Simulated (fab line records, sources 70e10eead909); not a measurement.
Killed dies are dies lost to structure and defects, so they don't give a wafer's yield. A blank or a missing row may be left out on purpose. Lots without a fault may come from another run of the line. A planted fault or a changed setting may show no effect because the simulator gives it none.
Chamber matching | flow nand_harc | NHARC_A_STAIRCASE_CMP_152 on cmp-03: 4 sister chambers
The step polishes. 16 wafers are shown with their chamber, then 8 later ones without.

WAFERS WITH THEIR CHAMBER
wafer  | chamber | motor_current_A (A)
L074.4 | 3       | 11.0
L074.5 | 3       | 11.2
L074.6 | 0       | 10.5
L076.2 | 0       | 10.7
L076.4 | 2       | 12.1
L076.6 | 0       | 10.0
L077.1 | 0       | 10.7
L077.4 | 3       | 11.4
L077.6 | 3       | 11.6
L080.2 | 2       | 12.4
L080.5 | 3       | 10.5
L080.6 | 0       | 10.5
L081.1 | 1       | 14.2
L081.5 | 0       | 10.8
L081.6 | 1       | 14.5
L083.2 | 2       | 11.9

SIGNATURES (means of the wafers above)
reading         | chamber 0 | chamber 1 | chamber 2 | chamber 3 | scatter within a chamber
motor_current_A | 10.533    | 14.350    | 12.133    | 11.140    | 0.329
Rule: a wafer's distance from a chamber is the root of the sum, over the readings, of the square of ((its reading less the chamber's mean) divided by the reading's scatter). The wafer belongs to the nearest chamber; if the next one is less than 2 further off, it can't be placed. The scatter: the root of (the sum of the squares of (reading less its chamber's mean) over the shown wafers, divided by (wafers less chambers)).

WAFERS WITHOUT THEIR CHAMBER
wafer  | motor_current_A (A)
L083.3 | 11.0
L083.4 | 10.5
L088.2 | 10.9
L088.4 | 12.1
L088.6 | 12.2
L092.4 | 11.6
L092.5 | 10.5
L092.6 | 10.6

WHICH CHAMBER EACH WENT THROUGH
wafer  | from the rows above          | in truth
L083.3 | can't be placed: 3 or 0      | 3
L083.4 | can't be placed: 0 or 3      | 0
L088.2 | can't be placed: 3 or 0      | 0
L088.4 | 2                            | 2
L088.6 | 2                            | 2
L092.4 | can't be placed: 3 or 2 or 0 | 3
L092.5 | can't be placed: 0 or 3      | 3
L092.6 | can't be placed: 0 or 3      | 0
Placed correctly: 2 of 8. Can't be placed from these rows: 6 (the true chamber is among the candidates in 6). Placed wrongly: 0.
